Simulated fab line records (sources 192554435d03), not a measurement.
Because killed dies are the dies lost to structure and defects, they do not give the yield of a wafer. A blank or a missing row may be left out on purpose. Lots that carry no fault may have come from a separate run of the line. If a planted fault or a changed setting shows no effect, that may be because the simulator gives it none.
One fault through the eyes of 3 desks -- flow n5-finfet -- what lay behind the numbers comes last; until then each desk has only its own

## THE DEFECT DESK
Per lot, the means of the sampled wafers with a number show what the inspections along the route counted. Marked OUT: a lot whose mean sits more than 4 standard deviations from the usual mean, which makes it out of limits; the brackets give that distance.
Columns: A = raw-defect-count at N5_BEOL_M13_INSPECT_55, usual 65
lot,first seen here,A
L282,day 11 22:53,49
L283,day 12 08:40,66
L284,day 12 12:12,41
L286,day 13 11:22,70
L289,day 13 15:19,37
L296,day 15 13:23,81
L300,day 16 02:59,69
L302,day 17 12:17,50
L304,day 17 23:02,80
This desk's verdict: no lot among the 9 shows anything out of limits.

## THE METROLOGY DESK
Lot by lot, what the gauges showed, no matter which tool ran the lot: averages of those sampled wafers that carry a number. Marked OUT: a lot whose mean sits more than 4 standard deviations from the usual mean, which makes it out of limits; the brackets give that distance.
Columns: A = cd-nm at N5_BEOL_M14_CD_MEAS_28, usual 283.7 nm
lot,first seen here,A
L282,day 12 00:32,282.2
L283,day 12 10:03,283.2
L284,day 12 13:35,284.3
L286,day 13 12:58,282.2
L289,day 13 16:57,282.9
L296,day 15 15:02,295.5 (+7.4) OUT
L300,day 16 04:59,293.5 (+6.1) OUT
L302,day 17 13:41,284.7
L304,day 18 00:37,282.1
Finding of this desk: L296, L300 out of limits; the first was L296 at day 15 15:02, on cd-nm at N5_BEOL_M14_CD_MEAS_28. In limits: L282, L283, L284, L286, L289, L302, L304.

## THE TOOL OWNER'S DESK: krf-scanner-02
The tool's own readings at N5_BEOL_M14_EXPOSE_25 (exposes mask M14, target cd 280 nm): means of the sampled wafers that have a number, for each lot that ran on this tool. Marked OUT: a lot whose mean sits more than 4 standard deviations from the usual mean, which makes it out of limits; the brackets give that distance.
Columns: A = exposure-dose-mJ-cm2 at N5_BEOL_M14_EXPOSE_25, usual 26.582
lot,first seen here,A
L282,day 12 00:22,26.559
L283,day 12 09:53,26.577
L284,day 12 13:26,26.575
L286,day 13 12:47,26.557
L296,day 15 14:53,28.847 (+87) OUT
L300,day 16 04:49,28.373 (+69) OUT
Finding of this desk: L296, L300 out of limits; the first was L296 at day 15 14:53, on exposure-dose-mJ-cm2 at N5_BEOL_M14_EXPOSE_25. In limits: L282, L283, L284, L286.

## PUT TOGETHER
At day 15 14:53, on L296, L300, the tool owner's desk was in a position to raise an alarm.
The metrology desk could have raised an alarm at day 15 15:02, on L296, L300.
No out-of-limits result turned up at the defect desk.
The defect desk has L296, L300 on record, within its limits.
Every lot named ran N5_BEOL_M14_EXPOSE_25 on krf-scanner-02.

## WHAT HAD BEEN PUT IN BY THE SIMULATOR
Drift in process parameters on krf-scanner-02 at N5_BEOL_M14_EXPOSE_25, starting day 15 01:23. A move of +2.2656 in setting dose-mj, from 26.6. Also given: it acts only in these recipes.
Shown lots that were struck: L296, L300.
Fault start to first reading out of limits, in hours, per desk: tool owner, 14; metrology, 14.
